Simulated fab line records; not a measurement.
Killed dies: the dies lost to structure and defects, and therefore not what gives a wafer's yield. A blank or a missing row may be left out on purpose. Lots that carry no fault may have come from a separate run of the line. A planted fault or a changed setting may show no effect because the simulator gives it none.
What tool caused it? | flow nand_harc | 12 lots, 36 wafers sampled, at 4 steps of a route of 1302

## WHAT THE GAUGES READ, wafer by wafer
NHARC_A_ZERO_WELL_INSPECT_17.
lot  | measured     | on                | raw_defect_count
L075 | day 7 04:26  | defect_inspect-01 | 6 5 9
L077 | day 7 21:33  | defect_inspect-02 | 3 10 9
L079 | day 8 22:43  | defect_inspect-02 | 16 16 11
L081 | day 9 20:11  | defect_inspect-01 | 11 6 7
L083 | day 10 12:28 | defect_inspect-01 | 4 12 6
L085 | day 11 07:28 | defect_inspect-02 | 14 15 6
L087 | day 12 08:04 | defect_inspect-02 | 4 4 2
L089 | day 12 22:22 | defect_inspect-01 | 7 17 28
L091 | day 13 17:19 | defect_inspect-02 | 3 6 7
L093 | day 14 16:53 | defect_inspect-01 | 8 12 7
L095 | day 16 03:41 | defect_inspect-01 | 17 8 6
L097 | day 16 16:08 | defect_inspect-02 | 12 18 6

## EACH LOT AND THE TOOL THAT RAN IT (in order: tool; ch and the chambers of the sampled wafers; start)
lot  | NHARC_P_M0_ANNEAL_30             | NHARC_P_M1_DEP_33               | NHARC_P_BONDPAD_ETCH_12
L075 | rtp_anneal-01 ch 0, day 6 11:47  | pecvd-04 ch 0,2, day 6 16:50    | rie_diel-12 ch 0,1,2, day 7 04:26 or earlier
L077 | rtp_anneal-01 ch 0, day 7 05:14  | pecvd-04 ch 1,2, day 7 10:18    | rie_diel-05 ch 0,1, day 7 21:33 or earlier
L079 | rtp_anneal-01 ch 0, day 8 06:16  | pecvd-01 ch 0,1,2, day 8 11:32  | rie_diel-05 ch 0,1,3, day 8 22:43 or earlier
L081 | rtp_anneal-01 ch 0, day 9 02:23  | pecvd-04 ch 1,2, day 9 07:43    | rie_diel-12 ch 0,1, day 9 20:11 or earlier
L083 | rtp_anneal-02 ch 0, day 9 19:26  | pecvd-04 ch 0,1,2, day 10 01:05 | rie_diel-05 ch 1,2, day 10 12:28 or earlier
L085 | rtp_anneal-01 ch 0, day 10 15:06 | pecvd-03 ch 0,2, day 10 20:17   | rie_diel-08 ch 0,2, day 11 07:28 or earlier
L087 | rtp_anneal-02 ch 0, day 11 15:37 | pecvd-04 ch 1,2, day 11 20:44   | rie_diel-05 ch 1,2,3, day 12 08:04 or earlier
L089 | rtp_anneal-02 ch 0, day 12 05:34 | pecvd-01 ch 0,1,2, day 12 10:49 | rie_diel-05 ch 0,1, day 12 17:04
L091 | rtp_anneal-02 ch 0, day 13 00:44 | pecvd-01 ch 1,2, day 13 05:52   | rie_diel-12 ch 0,1,3, day 13 17:19 or earlier
L093 | rtp_anneal-02 ch 0, day 14 00:20 | pecvd-04 ch 1,2, day 14 05:26   | rie_diel-05 ch 0,1,3, day 14 16:53 or earlier
L095 | rtp_anneal-02 ch 0, day 15 11:13 | pecvd-04 ch 1,2, day 15 16:22   | rie_diel-05 ch 0,2,3, day 16 03:41 or earlier
L097 | rtp_anneal-02 ch 0, day 15 23:03 | pecvd-03 ch 0,1,2, day 16 04:20 | rie_diel-12 ch 1,2,3, day 16 16:08 or earlier
- NHARC_P_M0_ANNEAL_30: time 90 s.
- NHARC_P_M1_DEP_33: deposits SiCN, target thk 30 nm.
- NHARC_P_BONDPAD_ETCH_12: etches the open film in CHF3/O2, target depth 200 nm, time 100 s.

## THE ANSWER, worked out from the rows above alone
Rule: usual is defined by the lots themselves. The widest of any qualifying gaps counts: lots, ordered by their means at a reading, are off when they make up no more than a third of the lots, leave a main group of 4 or more, and stand apart from it by 3 or more times the standard deviation of that group's means. A main group whose means are all the same, to the digits that the tables above print for the reading, isn't used. Also off: a lot with no number at a reading for which 4 or more lots have one. The other lots that the step has rows for count as sound.
None of the lots is off at any reading shown; this tells nothing.

## WHAT THE SIMULATOR PUT IN
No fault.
